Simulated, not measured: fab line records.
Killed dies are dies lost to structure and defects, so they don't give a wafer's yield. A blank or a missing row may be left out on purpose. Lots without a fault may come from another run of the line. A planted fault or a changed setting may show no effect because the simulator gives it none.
Matching of chambers :: flow n5 finfet :: 3 sister chambers for N5_BEOL_M8_PECVD_70 on pecvd-01
The step deposits SiO2 from TEOS/O2, target thk 20 nm, time 22.7 s. 3 wafers are shown with their chamber, then 6 later ones without.

WAFERS, EACH WITH ITS CHAMBER
wafer: L557.1
chamber: 2
throttle valve pct (%): 22.9

wafer: L557.5
chamber: 1
throttle valve pct (%): 22.6

wafer: L557.6
chamber: 0
throttle valve pct (%): 21.7

WAFERS WITH NO CHAMBER GIVEN
wafer: L559.1
throttle valve pct (%): 23.0

wafer: L559.4
throttle valve pct (%): 22.7

wafer: L559.6
throttle valve pct (%): 21.6

wafer: L558.1
throttle valve pct (%): 23.1

wafer: L558.3
throttle valve pct (%): 22.5

wafer: L558.4
throttle valve pct (%): 22.5

WHICH CHAMBER EACH ONE RAN IN
wafer: L559.1
from the rows above: 2
in truth: 2

wafer: L559.4
from the rows above: can't be placed: 1 or 2
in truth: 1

wafer: L559.6
from the rows above: 0
in truth: 0

wafer: L558.1
from the rows above: 2
in truth: 2

wafer: L558.3
from the rows above: 1
in truth: 1

wafer: L558.4
from the rows above: 1
in truth: 1
Placed correctly: 5 of 6. Not placeable from these rows: 1 (in 1, the candidates include the true chamber). Number placed wrongly: 0.
How it was worked out, from the rows above alone: a wafer's distance from a chamber is the root of the sum, over the readings, of the square of ((its reading less the chamber's mean) divided by the reading's scatter). If the next closest chamber is less than 2 further off than the closest, the wafer can't be placed; otherwise it belongs to the closest. A chamber's mean is the mean of its shown wafers. The scatter: with one shown wafer a chamber, the root of the mean of the squares of how far each hidden wafer lies from its nearest shown one.
